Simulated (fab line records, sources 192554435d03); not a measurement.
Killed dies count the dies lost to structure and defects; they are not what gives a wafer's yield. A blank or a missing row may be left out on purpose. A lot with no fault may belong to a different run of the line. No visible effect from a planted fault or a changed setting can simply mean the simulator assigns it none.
fab line records :: flow n5-finfet
record
  lots=5
  wafers=15
  last-day=17
route steps=1938 shown BEOL_M10@1530 BEOL_M11@1536
lots with no fault: from the same line, run without faults
start-h: the number of hours between the record's first day and the start of the first shown wafer of the lot :: wait-h: hours elapsed since this lot's preceding step :: " as in the row above :: L1.1+2: one row covering several wafers at once :: - no value present, or no start provided :: * or withheld: withheld :: < > ~ a bound
route shown NAME@n: a module of which the file shows steps, and the number in the route of the first :: usual: mean and standard deviation over wafers with no fault :: same: alike in all rows :: chamber/n: place in a boat :: sites: readings site by site :: _std_site: standard deviation across them :: _edge_site: the outer-site mean with the inner-site mean subtracted :: radius-mm: for every site, how far away it sits from the centre of the wafer :: mask NAME#n: copy n :: behind: tool/chamber where the wafer was last shaped :: hold: why the lot was held/for how many hours/how that ended :: device: names the non-switching transistor (n, p or np) :: end of line: the same wafers' tests at the end of the route :: a step given without rows: its recipe and nothing more :: killed: dies lost to structure and defects at the first sort, not the wafer's yield :: map: a wafer's dies, marking killed ones x, the rest . and places with no die _
set.NAME: the setting as run; set.NAME@STEP: as run at that earlier step :: model.NAME: the simulator's own value behind a step, which no gauge read
lots seen at some steps along the route; tables by step, rows by wafer
services: from which hour (start-h, from the record's first day; less than 0 if before it) a tool's chamber was out of use, for how many hours, and why
## steps
# step N5_BEOL_M10_CMP_52
# recipe
  stop-on=SiCOH_lowk
  t-overpolish-s=7
  down-force-psi=1
  platen-rpm=50
  clearing-platen-down-force-psi=1.5
  clearing-platen-rpm=50
  post-cmp-clean=cu-alkaline
  target-thk-nm=140
  clearing-platen-pad-velocity-m-s=0.99484
  pad-velocity-m-s=0.99484
# step N5_BEOL_M10_PRE_CLEAN_55
# recipe
  gas=NH3
  time-s=15
  temp-c=withheld
  rf-power-w=300
# step N5_BEOL_M10_DEP_56
# recipe
  material=SiCN
  target-thk-a=150
  temp-c=withheld
  precursor=3MS/NH3
  pressure-torr=3
  rf-w=202
  time-s=26.5
# step N5_BEOL_M11_ILD_DEP_00
# recipe
  material=SiCOH_lowk
  target-thk-a=3085.1
  temp-c=300
  precursor=DEMS/porogen
  pressure-torr=5
  rf-w=500
  time-s=58
# step N5_BEOL_M11_CURE_71
# recipe
  temp-c=385
  time-s=240
  ambient=He/Ar
  material=SiCOH_lowk
# step N5_BEOL_M11_PECVD_70
# recipe
  material=SiO2
  target-thk-a=200
  temp-c=400
  precursor=TEOS/O2
  pressure-torr=5.5
  rf-w=450
  teos-flow-sccm=53.8
  gas=O2
  flow-sccm=3000
  time-s=22.7
# step N5_BEOL_M11_HM_DEP_02
# recipe
  material=TiN
  target-thk-a=200
  temp-c=25
  chamber-pressure-pa=0.49996
# step N5_BEOL_M11_COAT_59
# recipe
  resist=SOC
  temp-c=250
  time-s=60
  spin-rpm=1500
  resist-thk-nm=100
# step N5_BEOL_M11_COAT_60
# recipe
  resist=SiARC
  temp-c=220
  time-s=60
  spin-rpm=1500
  resist-thk-nm=30
# usual
  plate-temp-C=219.98/0.18
  spin-speed-rpm=1500.0/0.94
lot.wafer: L787.2
tool: litho-track-01
chamber: 0
start-h: 261.20
wait-h: -
plate-temp-C: 219.67
spin-speed-rpm: 1499.2
model.SiARC_of_BEOL_M11_COAT_60.thk-nm: 30

lot.wafer: L787.4
tool: litho-track-01
chamber: 0
start-h: 261.20
wait-h: -
plate-temp-C: 219.80
spin-speed-rpm: 1499.8
model.SiARC_of_BEOL_M11_COAT_60.thk-nm: 30

lot.wafer: L787.6
tool: litho-track-01
chamber: 0
start-h: 261.20
wait-h: -
plate-temp-C: 219.80
spin-speed-rpm: 1499.9
model.SiARC_of_BEOL_M11_COAT_60.thk-nm: 30

lot.wafer: L788.1
tool: litho-track-01
chamber: 0
start-h: 271.55
wait-h: -
plate-temp-C: 219.98
spin-speed-rpm: 1660.9
model.SiARC_of_BEOL_M11_COAT_60.thk-nm: 28.6

lot.wafer: L788.4
tool: litho-track-01
chamber: 0
start-h: 271.55
wait-h: -
plate-temp-C: 219.71
spin-speed-rpm: 1658.6
model.SiARC_of_BEOL_M11_COAT_60.thk-nm: 28.6

lot.wafer: L788.5
tool: litho-track-01
chamber: 0
start-h: 271.55
wait-h: -
plate-temp-C: 219.96
spin-speed-rpm: 1659.5
model.SiARC_of_BEOL_M11_COAT_60.thk-nm: 28.6

lot.wafer: L792.2
tool: litho-track-01
chamber: 0
start-h: 304.32
wait-h: -
plate-temp-C: 220.09
spin-speed-rpm: 1658.1
model.SiARC_of_BEOL_M11_COAT_60.thk-nm: 28.6

lot.wafer: L792.3
tool: litho-track-01
chamber: 0
start-h: 304.32
wait-h: -
plate-temp-C: 220.00
spin-speed-rpm: 1657.6
model.SiARC_of_BEOL_M11_COAT_60.thk-nm: 28.6

lot.wafer: L792.4
tool: litho-track-01
chamber: 0
start-h: 304.32
wait-h: -
plate-temp-C: 220.20
spin-speed-rpm: 1657.0
model.SiARC_of_BEOL_M11_COAT_60.thk-nm: 28.6

lot.wafer: L793.1
tool: litho-track-01
chamber: 0
start-h: 304.77
wait-h: -
plate-temp-C: 219.84
spin-speed-rpm: 1659.4
model.SiARC_of_BEOL_M11_COAT_60.thk-nm: 28.6

lot.wafer: L793.5
tool: litho-track-01
chamber: 0
start-h: 304.77
wait-h: -
plate-temp-C: 219.94
spin-speed-rpm: 1657.8
model.SiARC_of_BEOL_M11_COAT_60.thk-nm: 28.6

lot.wafer: L793.6
tool: litho-track-01
chamber: 0
start-h: 304.77
wait-h: -
plate-temp-C: 219.86
spin-speed-rpm: 1658.1
model.SiARC_of_BEOL_M11_COAT_60.thk-nm: 28.6

lot.wafer: L804.1
tool: litho-track-04
chamber: 0
start-h: 358.83
wait-h: -
plate-temp-C: 219.64
spin-speed-rpm: 1499.8
model.SiARC_of_BEOL_M11_COAT_60.thk-nm: 29.8

lot.wafer: L804.2
tool: litho-track-04
chamber: 0
start-h: 358.83
wait-h: -
plate-temp-C: 219.77
spin-speed-rpm: 1497.5
model.SiARC_of_BEOL_M11_COAT_60.thk-nm: 30

lot.wafer: L804.3
tool: litho-track-04
chamber: 0
start-h: 358.83
wait-h: -
plate-temp-C: 219.79
spin-speed-rpm: 1498.8
model.SiARC_of_BEOL_M11_COAT_60.thk-nm: 30
# step N5_BEOL_M11_COAT_05
# recipe
  resist=CAR-ArF
  spin-rpm=1500
  resist-thk-nm=90
# step N5_BEOL_M11_EBR_07
# recipe
  solvent=PGMEA
  ebr-width-mm=1.5
# step N5_BEOL_M11_SOFTBAKE_06
# recipe
  temp-c=110
  time-s=60
  resist=CAR-ArF
# step N5_BEOL_M11_EXPOSE_08
# recipe
  mask-id=M11
  na=1.35
  source-shape=dipole
  sigma-inner=0.411
  sigma-outer=0.611
  polarization=te
  dose-mj=53.75
# step N5_BEOL_M11_PEB_09
# recipe
  peb-temp-c=withheld
  peb-time-s=60
  resist=CAR-ArF
# step N5_BEOL_M11_DEVELOP_10
# recipe
  develop-time-s=30
  developer=TMAH
  resist=CAR-ArF
  rinse-liquid=diw
  dry=air-spin
  dev-temp-c=23
# step N5_BEOL_M11_DESCUM_16
# recipe
  chemistry=O2
  time-s=7.9
  source-power-w=50
  bias-power-w=20
  pressure-mtorr=20
  rf-frequency-hz=2.712e+07
  temp-c=40
  resist=CAR-ArF
  o2-flow-sccm=225
# step N5_BEOL_M11_ETCH_61
# recipe
  chemistry=CF4
  target=SiARC
  target-depth-a=390
  mask-material=CAR-ArF
  time-s=65
  ion-energy-ev=80
  pressure-mtorr=40
  source-w=545
  bias-w=36
  Ar_flow_sccm=100
  cf4-flow-sccm=100
  ends=cleared
# usual
  cf4-flow-sccm=100.02/0.3
  drypump-motor-current-A=5.9/0.45
  etch-rf-on-time-s=64.8/1.3
  oes-product-au=0.63/0.066
  rf-vpp-V=184.1/1.3
  showerhead-plenum-p-Torr=2.15/0.077
  throttle-valve-pct=15.68/0.16
lot.wafer: L787.2
tool: rie-diel-02
chamber: 2
start-h: 261.69
wait-h: 0.0
cf4-flow-sccm: 100.07
drypump-motor-current-A: 6.1
etch-rf-on-time-s: 67.0
oes-product-au: 0.61
rf-hours-counter-h: 186
rf-vpp-V: 184.2
showerhead-plenum-p-Torr: 2.13
throttle-valve-pct: 15.63
model.etch.depth-nm: 30.07
model.CAR-ArF_of_BEOL_M11_COAT_05.thk-nm: 55.8

lot.wafer: L787.4
tool: rie-diel-02
chamber: 3
start-h: 261.69
wait-h: 0.0
cf4-flow-sccm: 100.00
drypump-motor-current-A: 6.6
etch-rf-on-time-s: 64.8
oes-product-au: 0.78
rf-hours-counter-h: 18
rf-vpp-V: 182.5
showerhead-plenum-p-Torr: 2.19
throttle-valve-pct: 15.41
model.etch.depth-nm: 30.05
model.CAR-ArF_of_BEOL_M11_COAT_05.thk-nm: 55.8

lot.wafer: L787.6
tool: rie-diel-02
chamber: 2
start-h: 261.69
wait-h: 0.0
cf4-flow-sccm: 99.82
drypump-motor-current-A: 6.1
etch-rf-on-time-s: 66.2
oes-product-au: 0.60
rf-hours-counter-h: -
rf-vpp-V: 182.6
showerhead-plenum-p-Torr: 2.13
throttle-valve-pct: 15.60
model.etch.depth-nm: 29.97
model.CAR-ArF_of_BEOL_M11_COAT_05.thk-nm: 55.8

lot.wafer: L788.1
tool: rie-diel-04
chamber: 1
start-h: 272.04
wait-h: 0.0
cf4-flow-sccm: 100.02
drypump-motor-current-A: 6.0
etch-rf-on-time-s: 61.3
oes-product-au: 0.61
rf-hours-counter-h: 185
rf-vpp-V: 184.5
showerhead-plenum-p-Torr: 2.21
throttle-valve-pct: 15.72
model.etch.depth-nm: 28.64
model.CAR-ArF_of_BEOL_M11_COAT_05.thk-nm: 57.2

lot.wafer: L788.4
tool: rie-diel-04
chamber: 2
start-h: 272.04
wait-h: 0.0
cf4-flow-sccm: 99.36
drypump-motor-current-A: 5.4
etch-rf-on-time-s: 61.4
oes-product-au: 0.63
rf-hours-counter-h: 173
rf-vpp-V: 183.7
showerhead-plenum-p-Torr: 2.13
throttle-valve-pct: 15.69
model.etch.depth-nm: 28.58
model.CAR-ArF_of_BEOL_M11_COAT_05.thk-nm: 57.4

lot.wafer: L788.5
tool: rie-diel-04
chamber: 1
start-h: 272.04
wait-h: 0.0
cf4-flow-sccm: 99.72
drypump-motor-current-A: 6.0
etch-rf-on-time-s: 61.5
oes-product-au: 0.61
rf-hours-counter-h: -
rf-vpp-V: 185.3
showerhead-plenum-p-Torr: 2.21
throttle-valve-pct: 15.72
model.etch.depth-nm: 28.67
model.CAR-ArF_of_BEOL_M11_COAT_05.thk-nm: 57

lot.wafer: L792.2
tool: rie-diel-04
chamber: 1
start-h: 305.24
wait-h: 0.0
cf4-flow-sccm: 99.40
drypump-motor-current-A: 6.0
etch-rf-on-time-s: 61.2
oes-product-au: 0.60
rf-hours-counter-h: 197
rf-vpp-V: 185.8
showerhead-plenum-p-Torr: 2.21
throttle-valve-pct: 15.75
model.etch.depth-nm: 28.58
model.CAR-ArF_of_BEOL_M11_COAT_05.thk-nm: 56.8

lot.wafer: L792.3
tool: rie-diel-04
chamber: 3
start-h: 305.24
wait-h: 0.0
cf4-flow-sccm: 99.83
drypump-motor-current-A: 5.9
etch-rf-on-time-s: 60.5
oes-product-au: 0.59
rf-hours-counter-h: 216
rf-vpp-V: 185.9
showerhead-plenum-p-Torr: 2.20
throttle-valve-pct: 15.68
model.etch.depth-nm: 28.62
model.CAR-ArF_of_BEOL_M11_COAT_05.thk-nm: 57

lot.wafer: L792.4
tool: rie-diel-04
chamber: 2
start-h: 305.24
wait-h: 0.0
cf4-flow-sccm: 100.44
drypump-motor-current-A: 5.4
etch-rf-on-time-s: 60.9
oes-product-au: 0.63
rf-hours-counter-h: -
rf-vpp-V: 184.0
showerhead-plenum-p-Torr: 2.13
throttle-valve-pct: 15.70
model.etch.depth-nm: 28.55
model.CAR-ArF_of_BEOL_M11_COAT_05.thk-nm: 57

lot.wafer: L793.1
tool: rie-diel-04
chamber: 3
start-h: 305.49
wait-h: 0.0
cf4-flow-sccm: 99.68
drypump-motor-current-A: 5.9
etch-rf-on-time-s: 61.2
oes-product-au: 0.59
rf-hours-counter-h: 216
rf-vpp-V: 184.9
showerhead-plenum-p-Torr: 2.20
throttle-valve-pct: 15.70
model.etch.depth-nm: 28.65
model.CAR-ArF_of_BEOL_M11_COAT_05.thk-nm: 56.8

lot.wafer: L793.5
tool: rie-diel-04
chamber: 2
start-h: 305.49
wait-h: 0.0
cf4-flow-sccm: 100.08
drypump-motor-current-A: 5.4
etch-rf-on-time-s: 61.6
oes-product-au: 0.62
rf-hours-counter-h: -
rf-vpp-V: 184.5
showerhead-plenum-p-Torr: 2.13
throttle-valve-pct: 15.70
model.etch.depth-nm: 28.66
model.CAR-ArF_of_BEOL_M11_COAT_05.thk-nm: 56.8

lot.wafer: L793.6
tool: rie-diel-04
chamber: 3
start-h: 305.49
wait-h: 0.0
cf4-flow-sccm: 99.90
drypump-motor-current-A: 5.9
etch-rf-on-time-s: 61.2
oes-product-au: 0.59
rf-hours-counter-h: -
rf-vpp-V: 185.6
showerhead-plenum-p-Torr: 2.20
throttle-valve-pct: 15.71
model.etch.depth-nm: 28.67
model.CAR-ArF_of_BEOL_M11_COAT_05.thk-nm: 57

lot.wafer: L804.1
tool: rie-diel-04
chamber: 1
start-h: 359.19
wait-h: 0.0
cf4-flow-sccm: 99.97
drypump-motor-current-A: 6.0
etch-rf-on-time-s: 64.0
oes-product-au: 0.59
rf-hours-counter-h: 213
rf-vpp-V: 184.6
showerhead-plenum-p-Torr: 2.20
throttle-valve-pct: 15.76
model.etch.depth-nm: 29.9
model.CAR-ArF_of_BEOL_M11_COAT_05.thk-nm: 55.2

lot.wafer: L804.2
tool: rie-diel-04
chamber: 2
start-h: 359.19
wait-h: 0.0
cf4-flow-sccm: 99.36
drypump-motor-current-A: 5.4
etch-rf-on-time-s: 64.7
oes-product-au: 0.61
rf-hours-counter-h: 200
rf-vpp-V: 184.1
showerhead-plenum-p-Torr: 2.12
throttle-valve-pct: 15.74
model.etch.depth-nm: 29.91
model.CAR-ArF_of_BEOL_M11_COAT_05.thk-nm: 55.2

lot.wafer: L804.3
tool: rie-diel-04
chamber: 3
start-h: 359.19
wait-h: 0.0
cf4-flow-sccm: 100.28
drypump-motor-current-A: 6.0
etch-rf-on-time-s: 63.3
oes-product-au: 0.58
rf-hours-counter-h: 234
rf-vpp-V: 184.1
showerhead-plenum-p-Torr: 2.20
throttle-valve-pct: 15.74
model.etch.depth-nm: 29.94
model.CAR-ArF_of_BEOL_M11_COAT_05.thk-nm: 55.4
# step N5_BEOL_M11_ETCH_62
# recipe
  chemistry=N2/H2
  target=SOC
  target-depth-a=1100
  overetch-a=220
  mask-material=SiARC
  temp-c=40
  time-s=165
  ion-energy-ev=200
  pressure-mtorr=30
  source-w=840
  bias-w=150
  n2-flow-sccm=200
  h2-flow-sccm=200
# usual
  drypump-motor-current-A=5.9/0.45
  oes-product-au=0.63/0.064
  rf-vpp-V=524.2/2.8
  showerhead-plenum-p-Torr=2.55/0.097
  throttle-valve-pct=17.81/0.14
lot.wafer: L787.2
tool: rie-diel-02
chamber: 2
start-h: 261.74
wait-h: 0.0
drypump-motor-current-A: 6.2
oes-product-au: 0.62
rf-hours-counter-h: 186
rf-vpp-V: 523.5
showerhead-plenum-p-Torr: 2.52
throttle-valve-pct: 17.70
model.SiARC_of_BEOL_M11_COAT_60.thk-nm: 23.8

lot.wafer: L787.4
tool: rie-diel-02
chamber: 3
start-h: 261.74
wait-h: 0.0
drypump-motor-current-A: 6.6
oes-product-au: 0.77
rf-hours-counter-h: 18
rf-vpp-V: 525.5
showerhead-plenum-p-Torr: 2.60
throttle-valve-pct: 17.60
model.SiARC_of_BEOL_M11_COAT_60.thk-nm: 23.4

lot.wafer: L787.6
tool: rie-diel-02
chamber: 2
start-h: 261.74
wait-h: 0.0
drypump-motor-current-A: 6.1
oes-product-au: 0.62
rf-hours-counter-h: -
rf-vpp-V: 523.7
showerhead-plenum-p-Torr: 2.53
throttle-valve-pct: 17.71
model.SiARC_of_BEOL_M11_COAT_60.thk-nm: 23.6

lot.wafer: L788.1
tool: rie-diel-04
chamber: 1
start-h: 272.09
wait-h: 0.0
drypump-motor-current-A: 6.1
oes-product-au: 0.59
rf-hours-counter-h: 185
rf-vpp-V: 524.7
showerhead-plenum-p-Torr: 2.63
throttle-valve-pct: 17.94
model.SiARC_of_BEOL_M11_COAT_60.thk-nm: 22

lot.wafer: L788.4
tool: rie-diel-04
chamber: 2
start-h: 272.09
wait-h: 0.0
drypump-motor-current-A: 5.4
oes-product-au: 0.62
rf-hours-counter-h: 173
rf-vpp-V: 523.7
showerhead-plenum-p-Torr: 2.53
throttle-valve-pct: 17.81
model.SiARC_of_BEOL_M11_COAT_60.thk-nm: 22

lot.wafer: L788.5
tool: rie-diel-04
chamber: 1
start-h: 272.09
wait-h: 0.0
drypump-motor-current-A: 6.0
oes-product-au: 0.59
rf-hours-counter-h: -
rf-vpp-V: 526.3
showerhead-plenum-p-Torr: 2.63
throttle-valve-pct: 17.94
model.SiARC_of_BEOL_M11_COAT_60.thk-nm: 22.2

lot.wafer: L792.2
tool: rie-diel-04
chamber: 1
start-h: 305.29
wait-h: 0.0
drypump-motor-current-A: 6.0
oes-product-au: 0.59
rf-hours-counter-h: 197
rf-vpp-V: 525.3
showerhead-plenum-p-Torr: 2.63
throttle-valve-pct: 17.95
model.SiARC_of_BEOL_M11_COAT_60.thk-nm: 22.2

lot.wafer: L792.3
tool: rie-diel-04
chamber: 3
start-h: 305.29
wait-h: 0.0
drypump-motor-current-A: 6.0
oes-product-au: 0.58
rf-hours-counter-h: 216
rf-vpp-V: 525.4
showerhead-plenum-p-Torr: 2.61
throttle-valve-pct: 17.74
model.SiARC_of_BEOL_M11_COAT_60.thk-nm: 21.8

lot.wafer: L792.4
tool: rie-diel-04
chamber: 2
start-h: 305.29
wait-h: 0.0
drypump-motor-current-A: 5.4
oes-product-au: 0.62
rf-hours-counter-h: -
rf-vpp-V: 522.7
showerhead-plenum-p-Torr: 2.52
throttle-valve-pct: 17.82
model.SiARC_of_BEOL_M11_COAT_60.thk-nm: 22.2

lot.wafer: L793.1
tool: rie-diel-04
chamber: 3
start-h: 305.54
wait-h: 0.0
drypump-motor-current-A: 6.0
oes-product-au: 0.59
rf-hours-counter-h: 216
rf-vpp-V: 525.7
showerhead-plenum-p-Torr: 2.61
throttle-valve-pct: 17.72
model.SiARC_of_BEOL_M11_COAT_60.thk-nm: 22

lot.wafer: L793.5
tool: rie-diel-04
chamber: 2
start-h: 305.54
wait-h: 0.0
drypump-motor-current-A: 5.4
oes-product-au: 0.62
rf-hours-counter-h: -
rf-vpp-V: 523.5
showerhead-plenum-p-Torr: 2.52
throttle-valve-pct: 17.83
model.SiARC_of_BEOL_M11_COAT_60.thk-nm: 22.2

lot.wafer: L793.6
tool: rie-diel-04
chamber: 3
start-h: 305.54
wait-h: 0.0
drypump-motor-current-A: 5.9
oes-product-au: 0.58
rf-hours-counter-h: -
rf-vpp-V: 525.8
showerhead-plenum-p-Torr: 2.61
throttle-valve-pct: 17.72
model.SiARC_of_BEOL_M11_COAT_60.thk-nm: 21.8

lot.wafer: L804.1
tool: rie-diel-04
chamber: 1
start-h: 359.24
wait-h: 0.0
drypump-motor-current-A: 6.0
oes-product-au: 0.58
rf-hours-counter-h: 213
rf-vpp-V: 526.3
showerhead-plenum-p-Torr: 2.62
throttle-valve-pct: 17.99
model.SiARC_of_BEOL_M11_COAT_60.thk-nm: 23.4

lot.wafer: L804.2
tool: rie-diel-04
chamber: 2
start-h: 359.24
wait-h: 0.0
drypump-motor-current-A: 5.4
oes-product-au: 0.60
rf-hours-counter-h: 200
rf-vpp-V: 523.3
showerhead-plenum-p-Torr: 2.51
throttle-valve-pct: 17.85
model.SiARC_of_BEOL_M11_COAT_60.thk-nm: 23.4

lot.wafer: L804.3
tool: rie-diel-04
chamber: 3
start-h: 359.24
wait-h: 0.0
drypump-motor-current-A: 6.0
oes-product-au: 0.57
rf-hours-counter-h: 234
rf-vpp-V: 526.6
showerhead-plenum-p-Torr: 2.61
throttle-valve-pct: 17.74
model.SiARC_of_BEOL_M11_COAT_60.thk-nm: 23.2
# step N5_BEOL_M11_STRIP_68
# recipe
  chemistry=N2/H2
  temp-c=40
  n2-flow-sccm=200
  h2-flow-sccm=200
  rf-frequency-hz=6e+07
## services
tool: rie-diel-04
chamber: 2
start-h: 248.97
hours: 8.5
kind: repair

tool: rie-diel-02
chamber: 3
start-h: 249.69
hours: 7.0
kind: repair

tool: litho-track-04
chamber: -
start-h: 274.28
hours: -
kind: consumable-replace:filter

tool: rie-diel-04
chamber: 0
start-h: 303.73
hours: -
kind: clean

tool: rie-diel-04
chamber: 0
start-h: 303.73
hours: -
kind: consumable-replace:focus-ring

tool: rie-diel-04
chamber: 0
start-h: 303.73
hours: -
kind: consumable-replace:showerhead

tool: rie-diel-04
chamber: 0
start-h: 303.73
hours: 17.6
kind: scheduled-down

tool: rie-diel-04
chamber: 0
start-h: 303.73
hours: 17.6
kind: vent-cycle

tool: rie-diel-04
chamber: 2
start-h: 316.38
hours: 2.4
kind: repair

tool: rie-diel-02
chamber: 1
start-h: 327.06
hours: 13.8
kind: repair
## key
first-sign
  step=N5_BEOL_M11_COAT_60
  reading=spin-speed-rpm
  direction=up
  sigmas=99+
  usual=*
  struck=*
effect
  step=N5_BEOL_M11_ETCH_61
  reading=etch-rf-on-time-s
  direction=down
  sigmas=2.8
  usual=*
  struck=*
model-effect
  step=N5_BEOL_M11_COAT_60
  value=SiARC_of_BEOL_M11_COAT_60.thk-nm
  without=30.13
  struck=28.6
model-effect
  step=N5_BEOL_M11_ETCH_61
  value=etch.depth-nm
  without=30.1
  struck=28.62
model-effect
  step=N5_BEOL_M11_ETCH_62
  value=SiARC_of_BEOL_M11_COAT_60.thk-nm
  without=23.56
  struck=22.04
met-at N5_BEOL_M11_COAT_60
struck-wafers L788.1,L788.4,L788.5,L792.2,L792.3,L792.4,L793.1,L793.5,L793.6
onset-between 261.20 271.55
earlier-fault
  kind=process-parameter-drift
  tool=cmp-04
  chamber=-
  onset-h=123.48
  steps=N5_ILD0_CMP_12
  channel=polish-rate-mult
  offset=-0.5
  shape=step
fault
  kind=process-parameter-drift
  tool=litho-track-01
  chamber=-
  onset-h=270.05
  steps=N5_BEOL_M11_COAT_60
  channel=spin-rpm
  offset=*
  shape=step
  acts-in=*
  stated=*
